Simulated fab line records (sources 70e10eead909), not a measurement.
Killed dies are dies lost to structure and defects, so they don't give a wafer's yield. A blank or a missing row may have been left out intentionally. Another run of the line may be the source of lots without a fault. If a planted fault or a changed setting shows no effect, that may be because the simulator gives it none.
Chamber matching | flow nandHarc | cmp-02 running NHARC_P_BONDPAD_CMP_32: 4 sister chambers
The step polishes SiCN, target thk 200 nm. 4 wafers are shown with their chamber, then 11 later ones without.

## WAFERS, EACH WITH ITS CHAMBER
wafer  | chamber | motorCurrentA (A)
L082.1 | 2       | 11.5
L089.1 | 1       | 13.3
L089.2 | 0       | 11.1
L091.2 | 3       | 13.3

## WAFERS WITH NO CHAMBER GIVEN
wafer  | motorCurrentA (A)
L091.3 | 13.4
L091.4 | 10.9
L094.1 | 13.6
L094.2 | 12.2
L094.4 | 10.6
L095.1 | 11.9
L095.3 | 11.2
L095.4 | 13.5
L097.3 | 11.6
L097.4 | 13.9
L097.5 | 11.0

## WHICH CHAMBER EACH WENT THROUGH
wafer  | from the rows above               | in truth
L091.3 | can't be placed: 1 or 3           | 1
L091.4 | can't be placed: 0 or 2           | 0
L094.1 | can't be placed: 1 or 3           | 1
L094.2 | can't be placed: 2 or 0 or 1 or 3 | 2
L094.4 | can't be placed: 0 or 2           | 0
L095.1 | can't be placed: 2 or 0           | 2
L095.3 | can't be placed: 0 or 2           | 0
L095.4 | can't be placed: 1 or 3           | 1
L097.3 | can't be placed: 2 or 0           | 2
L097.4 | can't be placed: 1 or 3           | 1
L097.5 | can't be placed: 0 or 2           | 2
Placed correctly: 0 of 11. Unplaceable from these rows: 11, with the true chamber sitting among the candidates in 11. 0 placed wrongly.
How it was worked out, from the rows above alone: a wafer's distance from a chamber is the root of the sum, over the readings, of the square of ((its reading less the chamber's mean) divided by the reading's scatter). If the next closest chamber is less than 2 further off than the closest, the wafer can't be placed; otherwise it belongs to the closest. A chamber's mean is the mean of its shown wafers. The scatter (one wafer shown for each chamber): square how far every hidden wafer sits from the nearest shown wafer, average those squares and take the square root.
